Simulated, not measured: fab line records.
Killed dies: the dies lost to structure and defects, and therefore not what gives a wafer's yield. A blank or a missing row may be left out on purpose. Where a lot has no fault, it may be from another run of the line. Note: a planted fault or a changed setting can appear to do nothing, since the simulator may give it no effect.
Chamber matching || flow n5Finfet || N5_FIN_SAQP_FIN_ETCH_36 on rieSi-02 has 4 sister chambers
The step etches the open film in HBr/Cl2/O2, target depth 120 nm, time 50.4 s. 4 wafers are shown with their chamber, then 9 later ones without.

== EACH WAFER AND ITS CHAMBER ==
{"wafer": "L084.5", "chamber": 2, "drypumpMotorCurrentA (A)": 6.4}
{"wafer": "L087.1", "chamber": 1, "drypumpMotorCurrentA (A)": 4.9}
{"wafer": "L087.2", "chamber": 3, "drypumpMotorCurrentA (A)": 5.8}
{"wafer": "L087.3", "chamber": 0, "drypumpMotorCurrentA (A)": 4.9}

== WAFERS WITH NO CHAMBER GIVEN ==
{"wafer": "L091.3", "drypumpMotorCurrentA (A)": 5.8}
{"wafer": "L091.4", "drypumpMotorCurrentA (A)": 4.9}
{"wafer": "L091.6", "drypumpMotorCurrentA (A)": 4.9}
{"wafer": "L093.1", "drypumpMotorCurrentA (A)": 6.4}
{"wafer": "L093.4", "drypumpMotorCurrentA (A)": 5.8}
{"wafer": "L093.6", "drypumpMotorCurrentA (A)": 6.4}
{"wafer": "L096.2", "drypumpMotorCurrentA (A)": 4.9}
{"wafer": "L096.3", "drypumpMotorCurrentA (A)": 5.8}
{"wafer": "L096.5", "drypumpMotorCurrentA (A)": 5.9}

== EACH ONE'S CHAMBER ==
{"wafer": "L091.3", "from the rows above": 3, "in truth": 3}
{"wafer": "L091.4", "from the rows above": "can't be placed: 0 or 1", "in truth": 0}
{"wafer": "L091.6", "from the rows above": "can't be placed: 0 or 1", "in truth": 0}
{"wafer": "L093.1", "from the rows above": 2, "in truth": 2}
{"wafer": "L093.4", "from the rows above": 3, "in truth": 3}
{"wafer": "L093.6", "from the rows above": 2, "in truth": 2}
{"wafer": "L096.2", "from the rows above": "can't be placed: 0 or 1", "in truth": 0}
{"wafer": "L096.3", "from the rows above": 3, "in truth": 3}
{"wafer": "L096.5", "from the rows above": 3, "in truth": 3}
Correct placement for 6 of the 9. Cannot be placed on the basis of these rows: 3; the candidates contain the true chamber in 3. Number placed wrongly: 0.
How it was worked out, from the rows above alone: a wafer's distance from a chamber is the root of the sum, over the readings, of the square of ((its reading less the chamber's mean) divided by the reading's scatter). The wafer belongs to the nearest chamber; if the next one is less than 2 further off, it can't be placed. The mean given for a chamber averages the wafers shown for that chamber. The scatter: with one shown wafer a chamber, the root of the mean of the squares of how far each hidden wafer lies from its nearest shown one.
